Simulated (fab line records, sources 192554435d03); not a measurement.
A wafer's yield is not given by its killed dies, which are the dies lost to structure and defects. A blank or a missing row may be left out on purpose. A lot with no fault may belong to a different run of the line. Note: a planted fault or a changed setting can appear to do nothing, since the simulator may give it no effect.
Struck lot and sound lot, side by side -- flow n5-finfet -- 22 out of 1938 route steps
Sound: wafers L472.2, L472.3, L472.5. Struck: wafer L480.3; the same lot's L480.5 was not struck, so it is left out; see the end for the cause.
Each step with rows lists, per side, the tool, then ch with its chambers, then its first start. Under that, the readings that differ: sound wafers -- struck wafers -- difference of the means -- sigmas: that difference in standard deviations of wafers without a fault.
alike: readings with means less than 2 such deviations apart, plus words and numbers identical on both sides. not compared: withheld readings, readings lacking a value on some wafer, bounds such as >300 that could conceal the same value, and numbers that have no deviation in the record and whose values overlap.
A row with sigmas, a row that says differs or no value, or rows on one side alone: a step with any of these is where the two part. Numbers that don't overlap but have no deviation are shown without sigmas and don't part them. A reading missing from all wafers of one side parts the sides only when that side holds two or more wafers.

first, 6 steps without rows for these wafers: N5_BEOL_M2_COAT_05 (resist thk 30 nm); N5_BEOL_M2_EBR_07; N5_BEOL_M2_SOFTBAKE_06 (time 60 s); N5_BEOL_M2_EXPOSE_08 (exposes mask M2); N5_BEOL_M2_PEB_09 (peb time 60 s); N5_BEOL_M2_DEVELOP_10 (develop time 30 s).
N5_BEOL_M2_CD_MEAS_11 targets a cd of 16.79 nm.
  sound on cd-sem-02 ch 0, day 7 18:12; struck on cd-sem-01 ch 0, day 10 02:11
  alike: cd-nm
N5_BEOL_M2_OVL_MEAS_12:
  sound on overlay-01 ch 0, day 7 18:14; struck on overlay-01 ch 0, day 10 02:14
  alike: M2_OVL
N5_BEOL_M2_INSPECT_13: inspects for defects (brightfield).
  struck on defect-inspect-02, day 10 02:17; sound on defect-inspect-01, day 7 18:17
  alike: raw-defect-count
N5_BEOL_M2_DESCUM_16: chemistry O2, time 7 s.
  sound on rie-diel-06 ch 1,3, day 7 18:19; struck on rie-diel-06 ch 0, day 10 02:19
reading,sound,struck,difference,sigmas
drypump-motor-current-A (A),4.9 5.7 4.9,6.8,+1.6,+3
throttle-valve-pct (%),20.48 20.83 20.49,20.07,-0.53,-2
  alike: oes-product-au, rf-vpp-V, showerhead-plenum-p-Torr
  not compared: rf-hours-counter-h
N5_BEOL_M2_ETCH_74: etches underlayer in N2/H2, target depth 6.5 nm, time 5.2 s.
  sound on rie-diel-06 ch 1,3, day 7 18:22; struck on rie-diel-06 ch 0, day 10 02:21
reading,sound,struck,difference,sigmas
drypump-motor-current-A (A),4.9 5.7 4.9,6.8,+1.6,+3
throttle-valve-pct (%),18.06 18.23 18.06,17.54,-0.58,-2
  alike: etch-rf-on-time-s, oes-product-au, rf-vpp-V, showerhead-plenum-p-Torr
  not compared: rf-hours-counter-h
N5_BEOL_M2_ETCH_63: etches SiARC in CF4, target depth 15.6 nm, time 26 s.
  sound on rie-diel-06 ch 1,3, day 7 18:22; struck on rie-diel-06 ch 0, day 10 02:22
reading,sound,struck,difference,sigmas
drypump-motor-current-A (A),4.9 5.7 5.0,6.8,+1.6,+3
  alike: etch-rf-on-time-s, oes-product-au, rf-vpp-V, showerhead-plenum-p-Torr, throttle-valve-pct
  not compared: rf-hours-counter-h
N5_BEOL_M2_ETCH_64: etches SOC in N2/H2, target depth 75 nm, overetch 22.5 nm, time 121.9 s.
  sound on rie-diel-06 ch 1,3, day 7 18:24; struck on rie-diel-06 ch 0, day 10 02:23
reading,sound,struck,difference,sigmas
drypump-motor-current-A (A),4.9 5.7 4.9,6.9,+1.7,+3
throttle-valve-pct (%),17.99 18.19 18.01,17.51,-0.55,-2
model.SiARC_of_BEOL_M2_COAT_62.thk-nm (nm),6.2 6.4 6.2,5,-1,
model.BEOL_M2.cd-offset-nm (nm),-0.2 0.2 0,1,+1,
  alike: oes-product-au, rf-vpp-V, showerhead-plenum-p-Torr
  not compared: rf-hours-counter-h
then, 2 steps without rows for these wafers: N5_BEOL_M2_STRIP_65 (strips in N2/H2); N5_BEOL_M2_STRIP_75 (strips in N2/H2).
N5_BEOL_M2_STRIP_66: strips in CF4.
  sound on rie-diel-06 ch 1,3, day 7 18:32; struck on rie-diel-06 ch 0, day 10 02:32
reading,sound,struck,difference,sigmas
drypump-motor-current-A (A),5.0 5.7 4.9,6.9,+1.7,+3
rf-vpp-V (V),270.8 273.5 272.2,269.0,-3.2,-2
  alike: oes-product-au, showerhead-plenum-p-Torr, throttle-valve-pct
  not compared: rf-hours-counter-h
N5_BEOL_M2_HM_OPEN_17: chemistry Cl2/BCl3, target TiN, target depth 20 nm, overetch 6 nm.
  sound on rie-metal-02 ch 0,1, day 7 18:35; struck on rie-metal-01 ch 0, day 10 02:36
reading,sound,struck,difference,sigmas
model.etch.depth-nm (nm),19.88 20.17 20.08,16.64,-3.40,
model.BEOL_M2.cd-offset-nm (nm),-0.2 0 0,1.2,+1.3,
  alike: bcl3-flow-sccm, drypump-motor-current-A, oes-product-au, throttle-valve-pct
  not compared: rf-hours-counter-h
N5_BEOL_M2_STRIP_19: strips in O2.
  sound on rie-diel-02 ch 0,1,3, day 7 18:41; struck on rie-diel-02 ch 0, day 10 02:41
  alike: drypump-motor-current-A, oes-product-au, rf-vpp-V, showerhead-plenum-p-Torr, throttle-valve-pct
  not compared: rf-hours-counter-h
N5_BEOL_M2_CD_MEAS_18: pitch 36 nm, target cd 18 nm.
  struck on cd-sem-02, day 10 02:46; sound on cd-sem-01, day 7 18:46
reading,sound,struck,difference,sigmas
cd-nm (nm),17.88 17.98 17.97,19.15,+1.21,+5
then, 1 step without rows for these wafers: N5_BEOL_M2_COAT_67 (time 60 s, resist thk 60 nm).
N5_BEOL_M4_RC_MEAS_101:
  sound on prober-02 ch 0, day 9 07:48; struck on prober-01 ch 0, day 11 07:29
  alike: DIBL_N, DIBL_P, IOFF_N, IOFF_P, ION_N, ION_P, SS_N, SS_P, VT_N, VT_P
then, 1 step without rows for these wafers: N5_PASSIVATION_PROBE_49.

## WHERE THEY PART
Last at N5_BEOL_M2_CD_MEAS_18 as far as this record goes, first at N5_BEOL_M2_DESCUM_16. Later steps at which nothing parts them and some readings are alike: N5_BEOL_M4_RC_MEAS_101.

WHY: what had been put in by the simulator
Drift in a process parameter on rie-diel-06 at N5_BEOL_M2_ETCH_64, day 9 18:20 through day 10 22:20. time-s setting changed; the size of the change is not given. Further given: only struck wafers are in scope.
